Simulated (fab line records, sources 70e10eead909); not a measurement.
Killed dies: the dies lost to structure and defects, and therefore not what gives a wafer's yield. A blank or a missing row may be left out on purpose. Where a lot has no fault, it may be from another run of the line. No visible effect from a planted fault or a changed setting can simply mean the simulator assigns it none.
fab line records	flow nand_harc
record lots=24	wafers=72	last_day=33
route steps=1302 shown A_ONON_D2@567 A_CHANNEL_HOLE_D2@570
lots with no fault: from the same line, run without faults
start_h: hours from the record's first day to the start of the lot's first wafer shown	wait_h: hours since the lot's step before	" repeats the value in the row above	L1.1+2: a single row standing in for several wafers	- no value, or no start given	* or withheld: withheld	< > ~ a bound
route shown NAME@n: names a module that has steps shown in the file, with the first one's number in the route	usual: average and standard deviation across the fault-free wafers	same: alike in all rows	chamber/n: place in a boat	sites: each site's reading	_std_site: their standard deviation	_edge_site: inner sites' mean taken away from outer sites' mean	radius_mm: for every site, how far away it sits from the centre of the wafer	mask NAME#n: copy n	behind: the tool/chamber that last shaped the wafer	hold: the reason the lot was held/the length of the hold in hours/how it ended	device: the transistor (n, p or np) that didn't switch	end of line: at the end of the route, the tests of the same wafers	a step with no rows: only its recipe	killed: not the wafer's yield, but the dies lost to structure and defects at the first sort	map: dies across one wafer; x = killed, . = not, _ = none there
set.NAME: the setting the step ran with; set.NAME@STEP: the setting that earlier step ran with	model.NAME: the simulator's own value behind a step, which no gauge read
the route's steps for a sample of lots (tables are steps, rows are wafers)
services: from which hour (start_h, from the record's first day; less than 0 if before it) a tool's chamber was out of use, for how many hours, and why
## steps
# step NHARC_A_ONON_D2_THK_MEAS_34
# recipe thk_meas_gauge=ellipsometry
# usual thk_nm=200.6/2.5
lot.wafer	tool	chamber	start_h	wait_h	thk_nm
L074.1	film_metro-02	-	288.35	-	199.3
L074.3	"	-	"	"	195.4
L074.6	"	-	"	"	194.8
L075.3	film_metro-01	-	309.97	-	196.2
L075.5	"	-	"	"	199.8
L075.6	"	-	"	"	202.5
L076.2	film_metro-02	-	309.98	-	199.8
L076.3	"	-	"	"	199.6
L076.4	"	-	"	"	201.0
L077.3	film_metro-02	-	321.59	-	201.6
L077.4	"	-	"	"	204.4
L077.5	"	-	"	"	204.0
L078.2	film_metro-02	-	327.95	-	196.0
L078.3	"	-	"	"	198.5
L078.6	"	-	"	"	200.5
L079.1	film_metro-01	-	345.93	-	198.6
L079.2	"	-	"	"	204.3
L079.6	"	-	"	"	201.8
L081.1	film_metro-01	-	353.29	-	198.7
L081.4	"	-	"	"	201.9
L081.6	"	-	"	"	201.9
L080.1	film_metro-01	-	353.31	-	201.1
L080.4	"	-	"	"	202.3
L080.5	"	-	"	"	200.8
L082.2	film_metro-02	-	362.82	-	196.7
L082.5	"	-	"	"	201.2
L082.6	"	-	"	"	202.9
L083.2	film_metro-01	-	389.74	-	197.2
L083.4	"	-	"	"	202.6
L083.6	"	-	"	"	203.2
L085.1	film_metro-02	-	393.50	-	199.7
L085.4	"	-	"	"	200.9
L085.5	"	-	"	"	202.5
L084.3	film_metro-01	-	393.53	-	198.6
L084.4	"	-	"	"	200.5
L084.5	"	-	"	"	203.0
L086.2	film_metro-02	-	408.44	-	200.7
L086.3	"	-	"	"	198.9
L086.4	"	-	"	"	203.6
L087.2	film_metro-01	-	420.34	-	199.5
L087.3	"	-	"	"	196.2
L087.4	"	-	"	"	202.3
L089.4	film_metro-02	-	441.34	-	200.8
L089.5	"	-	"	"	199.1
L089.6	"	-	"	"	201.7
L088.3	film_metro-01	-	441.34	-	199.9
L088.4	"	-	"	"	202.9
L088.6	"	-	"	"	201.6
L090.1	film_metro-01	-	446.68	-	199.7
L090.4	"	-	"	"	203.1
L090.6	"	-	"	"	205.8
L091.2	film_metro-02	-	446.69	-	198.5
L091.3	"	-	"	"	196.7
L091.5	"	-	"	"	201.3
L092.3	film_metro-02	-	471.38	-	199.6
L092.4	"	-	"	"	204.0
L092.5	"	-	"	"	202.1
L093.1	film_metro-01	-	471.44	-	200.6
L093.2	"	-	"	"	199.7
L093.3	"	-	"	"	198.7
L094.2	film_metro-02	-	499.52	-	205.4
L094.3	"	-	"	"	201.9
L094.5	"	-	"	"	205.7
L095.3	film_metro-02	-	503.99	-	194.3
L095.5	"	-	"	"	202.2
L095.6	"	-	"	"	203.5
L097.3	film_metro-01	-	518.18	-	197.0
L097.5	"	-	"	"	199.9
L097.6	"	-	"	"	200.7
L096.2	film_metro-01	-	518.31	-	201.4
L096.3	"	-	"	"	203.0
L096.6	"	-	"	"	206.2
# step NHARC_A_CHANNEL_HOLE_D2_DEP_00
# recipe target_thk_a=31000	temp_c=400	material=aC
# usual throttle_valve_pct=35.000/0.0084
lot.wafer	tool	chamber	start_h	wait_h	throttle_valve_pct
L074.1	acl_dep-01	0	291.30	2.9	34.995
L074.3	"	0	"	"	35.005
L074.6	"	0	"	"	35.006
L076.2	acl_dep-01	0	315.68	5.6	35.013
L076.3	"	0	"	"	34.983
L076.4	"	0	"	"	34.998
L075.3	acl_dep-03	0	315.83	5.8	34.990
L075.5	"	0	"	"	34.989
L075.6	"	0	"	"	35.004
L077.3	acl_dep-01	0	326.61	5.0	35.004
L077.4	"	0	"	"	34.997
L077.5	"	0	"	"	34.996
L078.2	acl_dep-02	0	328.64	0.6	35.008
L078.3	"	0	"	"	35.004
L078.6	"	0	"	"	35.007
L079.1	acl_dep-03	0	346.08	0.1	35.002
L079.2	"	0	"	"	34.985
L079.6	"	0	347.65	1.6	35.001
L080.1	acl_dep-01	0	353.44	0.1	34.994
L080.4	"	0	"	"	34.998
L080.5	"	0	"	"	35.006
L081.1	acl_dep-02	0	353.44	0.1	35.001
L081.4	"	0	"	"	34.998
L081.6	"	0	"	"	34.993
L082.2	acl_dep-03	0	364.31	1.4	34.981
L082.5	"	0	"	"	35.003
L082.6	"	0	"	"	34.993
L083.2	acl_dep-02	0	392.59	2.8	34.998
L083.4	"	0	"	"	35.007
L083.6	"	0	"	"	34.996
L085.1	acl_dep-02	0	394.16	0.6	34.996
L085.4	"	0	"	"	35.004
L085.5	"	0	"	"	35.002
L084.3	acl_dep-01	0	395.39	1.8	35.004
L084.4	"	0	"	"	35.003
L084.5	"	0	"	"	35.004
L086.2	acl_dep-03	0	410.40	1.9	34.990
L086.3	"	0	"	"	34.986
L086.4	"	0	"	"	34.995
L087.2	acl_dep-01	0	421.22	0.8	35.003
L087.3	"	0	"	"	34.997
L087.4	"	0	"	"	35.008
L089.4	acl_dep-03	0	444.15	2.8	35.001
L089.5	"	0	"	"	34.991
L089.6	"	0	"	"	34.997
L088.3	acl_dep-01	0	444.37	2.9	35.005
L088.4	"	0	"	"	34.986
L088.6	"	0	"	"	34.995
L090.1	acl_dep-01	0	449.37	2.6	35.000
L090.4	"	0	"	"	34.996
L090.6	"	0	"	"	34.999
L091.2	acl_dep-02	0	449.97	3.2	35.002
L091.3	"	0	"	"	35.009
L091.5	"	0	"	"	34.999
L093.1	acl_dep-03	0	472.51	1.0	34.999
L093.2	"	0	"	"	35.011
L093.3	"	0	"	"	34.997
L092.3	acl_dep-02	0	472.75	1.3	34.999
L092.4	"	0	"	"	35.005
L092.5	"	0	"	"	35.003
L094.2	acl_dep-03	0	504.63	5.0	35.002
L094.3	"	0	"	"	34.997
L094.5	"	0	"	"	34.976
L095.3	acl_dep-03	0	506.85	2.8	34.999
L095.5	"	0	"	"	35.013
L095.6	"	0	"	"	35.005
L097.3	acl_dep-02	0	521.60	3.3	35.001
L097.5	"	0	"	"	35.017
L097.6	"	0	"	"	34.993
L096.2	acl_dep-03	0	521.89	3.5	35.021
L096.3	"	0	"	"	35.005
L096.6	"	0	"	"	34.993
# step NHARC_A_CHANNEL_HOLE_D2_CD_MEAS_10
# recipe target_cd_nm=100	landing_energy_ev=500
# usual cd_nm=100.1/0.4
lot.wafer	tool	chamber	start_h	wait_h	cd_nm
L074.1	cd_sem-03	0	293.98	-	100.2
L074.3	"	0	"	"	99.8
L074.6	"	0	"	"	99.9
L075.3	cd_sem-02	0	317.86	-	100.2
L075.5	"	0	"	"	99.5
L075.6	"	0	"	"	99.0
L076.2	cd_sem-01	0	318.03	-	99.8
L076.3	"	0	"	"	99.9
L076.4	"	0	"	"	99.9
L077.3	cd_sem-02	0	328.62	-	99.8
L077.4	"	0	"	"	99.9
L077.5	"	0	"	"	100.2
L078.2	cd_sem-03	0	330.98	-	100.0
L078.3	"	0	"	"	100.5
L078.6	"	0	"	"	99.8
L079.1	cd_sem-01	0	348.71	-	100.3
L079.2	"	0	"	"	100.5
L079.6	"	0	"	"	100.6
L081.1	cd_sem-02	0	356.10	-	99.8
L081.4	"	0	"	"	99.7
L081.6	"	0	"	"	99.8
L080.1	cd_sem-03	0	356.25	-	99.8
L080.4	"	0	"	"	99.7
L080.5	"	0	"	"	99.8
L082.2	cd_sem-02	0	366.67	-	99.4
L082.5	"	0	"	"	99.3
L082.6	"	0	"	"	99.8
L083.2	cd_sem-02	0	394.90	-	99.8
L083.4	"	0	"	"	99.4
L083.6	"	0	"	"	100.4
L085.1	cd_sem-01	0	396.77	-	99.8
L085.4	"	0	"	"	100.1
L085.5	"	0	"	"	99.9
L084.3	cd_sem-02	0	397.42	-	100.5
L084.4	"	0	"	"	100.2
L084.5	"	0	"	"	100.2
L086.2	cd_sem-03	0	412.58	-	99.9
L086.3	"	0	"	"	100.3
L086.4	"	0	"	"	99.9
L087.2	cd_sem-02	0	423.57	-	100.4
L087.3	"	0	"	"	100.5
L087.4	"	0	"	"	100.4
L089.4	cd_sem-03	0	445.88	-	100.5
L089.5	"	0	"	"	100.4
L089.6	"	0	"	"	100.9
L088.3	cd_sem-03	0	446.41	-	100.2
L088.4	"	0	"	"	100.1
L088.6	"	0	"	"	100.5
L090.1	cd_sem-02	0	452.02	-	99.6
L090.4	"	0	"	"	99.4
L090.6	"	0	"	"	99.5
L091.2	cd_sem-03	0	452.30	-	99.8
L091.3	"	0	"	"	99.9
L091.5	"	0	"	"	100.1
L092.3	cd_sem-02	0	474.77	-	100.7
L092.4	"	0	"	"	100.0
L092.5	"	0	"	"	100.3
L093.1	cd_sem-03	0	475.19	-	100.3
L093.2	"	0	"	"	100.4
L093.3	"	0	"	"	100.6
L094.2	cd_sem-01	0	506.96	-	99.7
L094.3	"	0	"	"	99.5
L094.5	"	0	"	"	100.0
L095.3	cd_sem-02	0	508.85	-	100.7
L095.5	"	0	"	"	100.1
L095.6	"	0	"	"	100.5
L097.3	cd_sem-02	0	523.62	-	100.1
L097.5	"	0	"	"	100.2
L097.6	"	0	"	"	99.4
L096.2	cd_sem-03	0	524.22	-	100.1
L096.3	"	0	"	"	100.3
L096.6	"	0	"	"	100.6
# step NHARC_A_CHANNEL_HOLE_D2_CD_MEAS_18
# usual cd_nm=99.7/1.7
lot.wafer	tool	chamber	start_h	wait_h	cd_nm
L074.1	cd_sem-03	-	295.27	-	102.2
L074.3	"	-	"	"	99.8
L074.6	"	-	"	"	100.5
L076.2	cd_sem-02	-	319.31	-	101.9
L076.3	"	-	"	"	99.8
L076.4	"	-	"	"	101.5
L075.3	cd_sem-01	-	319.34	-	99.7
L075.5	"	-	"	"	101.7
L075.6	"	-	"	"	98.2
L077.3	cd_sem-03	-	329.91	-	102.0
L077.4	"	-	"	"	99.4
L077.5	"	-	"	"	104.6
L078.2	cd_sem-02	-	332.28	-	98.7
L078.3	"	-	"	"	99.5
L078.6	"	-	"	"	100.3
L079.1	cd_sem-03	-	350.22	-	100.1
L079.2	"	-	"	"	99.7
L079.6	"	-	"	"	101.4
L081.1	cd_sem-02	-	357.39	-	98.8
L081.4	"	-	"	"	96.4
L081.6	"	-	"	"	97.1
L080.1	cd_sem-01	-	357.54	-	100.8
L080.4	"	-	"	"	99.7
L080.5	"	-	"	"	99.9
L082.2	cd_sem-01	-	367.96	-	98.1
L082.5	"	-	"	"	100.7
L082.6	"	-	"	"	98.3
L083.2	cd_sem-03	-	396.19	-	102.8
L083.4	"	-	"	"	101.4
L083.6	"	-	"	"	102.3
L085.1	cd_sem-03	-	398.06	-	100.8
L085.4	"	-	"	"	101.3
L085.5	"	-	"	"	101.8
L084.3	cd_sem-02	-	398.71	-	98.5
L084.4	"	-	"	"	97.4
L084.5	"	-	"	"	97.6
L086.2	cd_sem-03	-	413.87	-	100.2
L086.3	"	-	"	"	102.4
L086.4	"	-	"	"	99.8
L087.2	cd_sem-01	-	424.86	-	101.0
L087.3	"	-	"	"	102.5
L087.4	"	-	"	"	102.4
L089.4	cd_sem-01	-	447.17	-	99.9
L089.5	"	-	"	"	97.9
L089.6	"	-	"	"	98.5
L088.3	cd_sem-01	-	447.70	-	100.7
L088.4	"	-	"	"	101.2
L088.6	"	-	"	"	101.7
L090.1	cd_sem-03	-	453.32	-	97.9
L090.4	"	-	"	"	99.1
L090.6	"	-	"	"	99.2
L091.2	cd_sem-01	-	453.59	-	97.5
L091.3	"	-	"	"	98.3
L091.5	"	-	"	"	99.5
L092.3	cd_sem-02	-	476.06	-	97.0
L092.4	"	-	"	"	98.5
L092.5	"	-	"	"	101.5
L093.1	cd_sem-01	-	476.48	-	99.2
L093.2	"	-	"	"	98.5
L093.3	"	-	"	"	98.9
L094.2	cd_sem-03	-	508.47	-	102.4
L094.3	"	-	"	"	100.0
L094.5	"	-	"	"	102.3
L095.3	cd_sem-02	-	510.36	-	97.3
L095.5	"	-	"	"	97.5
L095.6	"	-	"	"	97.3
L097.3	cd_sem-02	-	524.91	-	98.2
L097.5	"	-	"	"	98.0
L097.6	"	-	"	"	99.3
L096.2	cd_sem-01	-	525.52	-	100.0
L096.3	"	-	"	"	100.9
L096.6	"	-	"	"	100.5
# step NHARC_A_CHANNEL_HOLE_D2_ETCH_20
# recipe bias_v=3000	source_w=withheld	pressure_mtorr=20	time_s=361.9	ar_flow_sccm=375	c4f8_flow_sccm=89.3	o2_flow_sccm=35.7	temp_c=-20	target_depth_a=16000	chemistry=C4F8/O2/Ar
# usual c4f8_flow_sccm=89.30/0.27	drypump_motor_current_A=5.9/0.48	showerhead_plenum_p_Torr=3.74/0.14	throttle_valve_pct=32.154/0.0092
lot.wafer	tool	chamber	start_h	wait_h	c4f8_flow_sccm	drypump_motor_current_A	rf_hours_counter_h	showerhead_plenum_p_Torr	throttle_valve_pct
L074.1	har_etch-02	1	295.45	0.1	88.86	6.1	358	3.58	32.158
L074.3	"	0	"	"	89.18	5.1	-	3.59	32.154
L074.6	"	0	"	"	89.10	5.1	-	3.59	32.145
L076.2	har_etch-01	0	319.55	0.1	89.24	6.4	153	3.70	32.142
L076.4	"	1	"	"	89.42	6.1	-	3.70	32.152
L076.3	"	0	"	"	89.23	6.4	-	3.70	32.158
L075.3	har_etch-02	1	319.84	0.3	89.74	6.1	-	3.58	32.165
L075.5	"	1	"	"	89.50	6.1	-	3.58	32.168
L075.6	"	1	"	"	89.37	6.1	-	3.58	32.149
L077.3	har_etch-02	0	331.80	0.2	89.41	5.1	-	3.58	32.159
L077.4	"	1	"	"	88.94	6.1	-	3.57	32.157
L077.5	"	1	"	"	89.20	6.1	-	3.57	32.166
L078.2	har_etch-01	0	339.65	0.1	89.29	6.4	172	3.69	32.154
L078.3	"	1	"	"	88.94	6.1	-	3.69	32.143
L078.6	"	0	"	"	89.34	6.3	-	3.69	32.168
L079.1	har_etch-02	1	350.85	0.1	89.16	6.1	400	3.56	32.171
L079.2	"	0	"	"	89.20	5.1	384	3.58	32.165
L079.6	"	0	"	"	89.61	5.1	-	3.58	32.160
L081.1	har_etch-01	0	357.58	0.1	89.53	6.4	184	3.68	32.157
L081.4	"	1	"	"	89.72	6.1	-	3.68	32.148
L081.6	"	1	"	"	89.68	6.1	-	3.68	32.150
L080.1	har_etch-02	1	357.78	0.1	88.92	6.1	404	3.56	32.161
L080.4	"	1	"	"	89.14	6.1	-	3.56	32.143
L080.5	"	1	"	"	89.02	6.1	-	3.56	32.133
L082.2	har_etch-01	0	371.17	0.1	89.07	6.3	195	3.67	32.166
L082.6	"	1	"	"	89.43	6.1	-	3.67	32.148
L082.5	"	0	"	"	89.34	6.4	-	3.67	32.159
L083.2	har_etch-01	1	396.42	0.1	89.58	6.1	206	3.67	32.147
L083.4	"	1	"	"	89.83	6.1	-	3.67	32.162
L083.6	"	0	"	"	89.53	6.4	-	3.67	32.150
L085.1	har_etch-02	0	398.30	0.1	89.29	5.1	4	3.93	32.142
L085.4	"	1	"	"	89.36	6.1	-	3.93	32.152
L085.5	"	0	"	"	88.95	5.1	-	3.93	32.159
L084.4	har_etch-01	0	400.63	0.2	89.61	6.4	-	3.66	32.141
L084.3	"	1	"	"	89.00	6.1	-	3.67	32.151
L084.5	"	0	"	"	89.58	6.4	-	3.67	32.145
L086.2	har_etch-02	1	414.11	0.1	89.13	6.1	16	3.92	32.152
L086.3	"	0	"	"	89.60	5.1	-	3.92	32.154
L086.4	"	1	"	"	89.82	6.1	-	3.92	32.164
L087.2	har_etch-02	0	427.45	0.1	89.28	5.1	24	3.92	32.148
L087.4	"	0	"	"	89.79	5.1	-	3.92	32.153
L087.3	"	1	"	"	89.87	6.1	-	3.92	32.143
L089.4	har_etch-01	0	447.50	0.2	89.54	6.3	-	3.65	32.141
L089.5	"	1	"	"	89.35	6.1	-	3.65	32.165
L089.6	"	0	"	"	88.91	6.4	-	3.65	32.146
L088.4	har_etch-02	1	449.44	0.2	89.04	6.1	-	3.92	32.142
L088.3	"	0	"	"	89.38	5.1	-	3.92	32.154
L088.6	"	1	"	"	88.70	6.1	-	3.92	32.147
L090.1	har_etch-01	1	459.49	0.1	89.41	6.1	244	3.65	32.147
L090.4	"	1	"	"	89.44	6.1	-	3.65	32.157
L090.6	"	1	"	"	89.56	6.1	-	3.65	32.151
L091.2	har_etch-02	0	459.55	0.1	89.13	5.1	39	3.91	32.152
L091.3	"	1	"	"	89.63	6.1	-	3.91	32.145
L091.5	"	0	"	"	89.03	5.1	-	3.91	32.174
L092.4	har_etch-01	1	476.35	0.2	89.21	6.1	-	3.64	32.142
L092.3	"	0	"	"	88.80	6.4	-	3.64	32.153
L092.5	"	1	"	"	89.34	6.1	-	3.64	32.142
L093.1	har_etch-02	0	479.50	0.1	89.42	5.1	54	3.90	32.154
L093.2	"	1	"	"	89.15	6.1	54	3.90	32.162
L093.3	"	1	"	"	88.96	6.1	-	3.90	32.164
L094.2	har_etch-02	0	508.65	0.1	88.71	5.1	65	3.90	32.149
L094.3	"	0	"	"	89.32	5.1	-	3.90	32.146
L094.5	"	0	"	"	89.37	5.1	-	3.90	32.163
L095.3	har_etch-02	1	512.94	0.2	89.57	6.1	-	3.89	32.164
L095.6	"	0	"	"	89.48	5.1	-	3.89	32.154
L095.5	"	1	"	"	89.22	6.1	-	3.89	32.154
L097.3	har_etch-02	0	527.11	0.2	89.47	5.1	-	3.89	32.135
L097.6	"	0	"	"	89.50	5.1	-	3.89	32.159
L097.5	"	1	"	"	89.26	6.1	-	3.89	32.171
L096.2	har_etch-01	1	527.17	0.1	89.56	6.1	282	3.63	32.152
L096.3	"	1	"	"	89.36	6.1	-	3.63	32.159
L096.6	"	0	"	"	88.50	6.4	-	3.63	32.162
# step NHARC_A_CHANNEL_HOLE_D2_ETCH_23
# recipe bias_v=5000	source_w=withheld	pressure_mtorr=20	time_s=819	ar_flow_sccm=375	c4f8_flow_sccm=89.3	o2_flow_sccm=35.7	temp_c=-20	target_depth_a=16000	chemistry=C4F8/O2/Ar
# usual c4f8_flow_sccm=89.31/0.24	drypump_motor_current_A=5.9/0.48	showerhead_plenum_p_Torr=3.74/0.14	throttle_valve_pct=32.154/0.0092
lot.wafer	tool	chamber	start_h	wait_h	c4f8_flow_sccm	drypump_motor_current_A	rf_hours_counter_h	showerhead_plenum_p_Torr	throttle_valve_pct
L074.1	har_etch-02	1	296.78	0.5	89.25	6.1	359	3.58	32.162
L074.3	"	0	"	"	89.05	5.1	-	3.59	32.148
L074.6	"	0	"	"	89.61	5.1	-	3.59	32.154
L076.2	har_etch-01	0	320.94	0.5	88.94	6.3	155	3.70	32.143
L076.4	"	1	"	"	89.34	6.1	-	3.70	32.149
L076.3	"	0	"	"	89.14	6.4	-	3.70	32.143
L075.3	har_etch-02	1	322.72	1.0	89.53	6.1	-	3.58	32.156
L075.5	"	1	"	"	89.59	6.1	-	3.58	32.160
L075.6	"	1	"	"	89.59	6.1	-	3.58	32.158
L077.3	har_etch-02	0	333.26	0.5	89.34	5.1	-	3.58	32.157
L077.4	"	1	"	"	89.29	6.1	-	3.57	32.161
L077.5	"	1	"	"	89.07	6.1	-	3.57	32.143
L078.2	har_etch-01	0	340.96	0.5	89.75	6.3	174	3.69	32.148
L078.3	"	1	"	"	88.67	6.1	-	3.68	32.171
L078.6	"	0	"	"	89.15	6.4	-	3.69	32.155
L079.1	har_etch-02	1	352.18	0.5	89.36	6.1	401	3.56	32.153
L079.2	"	0	"	"	89.24	5.1	386	3.57	32.136
L079.6	"	0	"	"	89.50	5.1	-	3.58	32.143
L081.1	har_etch-01	0	358.90	0.5	89.15	6.4	185	3.68	32.158
L081.4	"	1	"	"	89.22	6.1	-	3.68	32.162
L081.6	"	1	"	"	89.34	6.1	-	3.68	32.151
L080.1	har_etch-02	1	359.17	0.5	89.03	6.1	405	3.56	32.152
L080.4	"	1	"	"	89.16	6.1	-	3.56	32.141
L080.5	"	1	"	"	89.51	6.1	-	3.56	32.172
L082.2	har_etch-01	0	372.55	0.5	89.28	6.3	196	3.67	32.150
L082.6	"	1	"	"	89.39	6.1	-	3.67	32.156
L082.5	"	0	"	"	89.76	6.4	-	3.67	32.165
L083.2	har_etch-01	1	397.80	0.5	89.41	6.1	208	3.67	32.132
L083.4	"	1	"	"	89.38	6.1	-	3.67	32.144
L083.6	"	0	"	"	89.26	6.4	-	3.67	32.154
L085.1	har_etch-02	0	399.69	0.5	89.41	5.1	5	3.93	32.148
L085.4	"	1	"	"	89.32	6.1	-	3.93	32.146
L085.5	"	0	"	"	89.65	5.1	-	3.93	32.155
L084.4	har_etch-01	0	402.08	0.5	89.33	6.4	-	3.66	32.148
L084.3	"	1	"	"	89.15	6.1	-	3.66	32.153
L084.5	"	0	"	"	89.29	6.4	-	3.66	32.156
L086.2	har_etch-02	1	415.49	0.5	88.90	6.1	17	3.92	32.152
L086.3	"	0	"	"	89.15	5.1	-	3.92	32.159
L086.4	"	1	"	"	89.60	6.1	-	3.92	32.161
L087.2	har_etch-02	0	428.77	0.5	89.56	5.1	25	3.92	32.150
L087.4	"	0	"	"	89.51	5.1	-	3.92	32.149
L087.3	"	1	"	"	89.19	6.1	-	3.92	32.158
L089.4	har_etch-01	0	449.02	0.5	88.76	6.4	-	3.65	32.176
L089.5	"	1	"	"	89.20	6.1	-	3.65	32.147
L089.6	"	0	"	"	89.28	6.4	-	3.65	32.174
L088.4	har_etch-02	1	450.89	0.5	89.51	6.1	-	3.91	32.157
L088.3	"	0	"	"	89.00	5.1	-	3.91	32.151
L088.6	"	1	"	"	89.24	6.1	-	3.91	32.158
L090.1	har_etch-01	1	460.82	0.5	89.70	6.1	246	3.65	32.157
L090.4	"	1	"	"	89.46	6.1	-	3.65	32.143
L090.6	"	1	"	"	89.15	6.1	-	3.65	32.158
L091.2	har_etch-02	0	460.94	0.5	89.38	5.1	40	3.91	32.142
L091.3	"	1	"	"	89.59	6.1	-	3.91	32.148
L091.5	"	0	"	"	89.25	5.1	-	3.91	32.157
L092.4	har_etch-01	1	477.80	0.5	90.01	6.1	-	3.64	32.160
L092.3	"	0	"	"	89.24	6.4	-	3.64	32.155
L092.5	"	1	"	"	89.33	6.1	-	3.64	32.154
L093.1	har_etch-02	0	480.83	0.5	89.43	5.1	55	3.90	32.146
L093.2	"	1	"	"	89.10	6.1	55	3.90	32.157
L093.3	"	1	"	"	89.37	6.1	-	3.90	32.135
L094.2	har_etch-02	0	509.97	0.5	89.47	5.1	67	3.89	32.145
L094.3	"	0	"	"	89.53	5.1	-	3.89	32.156
L094.5	"	0	"	"	89.36	5.1	-	3.89	32.165
L095.3	har_etch-02	1	514.47	0.5	89.54	6.1	-	3.89	32.160
L095.6	"	0	"	"	89.20	5.1	-	3.89	32.153
L095.5	"	1	"	"	89.42	6.1	-	3.89	32.147
L097.3	har_etch-02	0	528.56	0.5	89.42	5.1	-	3.89	32.147
L097.6	"	0	"	"	89.02	5.1	-	3.89	32.151
L097.5	"	1	"	"	89.33	6.1	-	3.89	32.161
L096.2	har_etch-01	1	528.57	0.5	89.27	6.1	284	3.63	32.151
L096.3	"	1	"	"	88.79	6.1	-	3.63	32.156
L096.6	"	0	"	"	89.42	6.4	-	3.62	32.149
## services
tool	chamber	start_h	hours	kind
acl_dep-03	-	300.48	13.0	pm
har_etch-02	0	304.59	-	consumable_replace:focus_ring
har_etch-02	0	304.59	17.0	scheduled_down
har_etch-02	0	304.59	17.0	vent_cycle
acl_dep-01	-	372.43	13.0	pm
har_etch-02	-	377.00	17.0	pm
har_etch-02	0	377.00	17.0	vent_cycle
har_etch-02	1	377.00	17.0	vent_cycle
har_etch-02	0	394.00	-	clean
har_etch-02	0	394.00	-	consumable_replace:esc
har_etch-02	0	394.00	-	consumable_replace:showerhead
har_etch-02	1	394.00	-	clean
har_etch-02	1	394.00	-	consumable_replace:esc
har_etch-02	1	394.00	-	consumable_replace:focus_ring
har_etch-02	1	394.00	-	consumable_replace:showerhead
acl_dep-02	-	429.34	13.0	pm
acl_dep-03	-	481.48	13.0	pm
## key
fault none
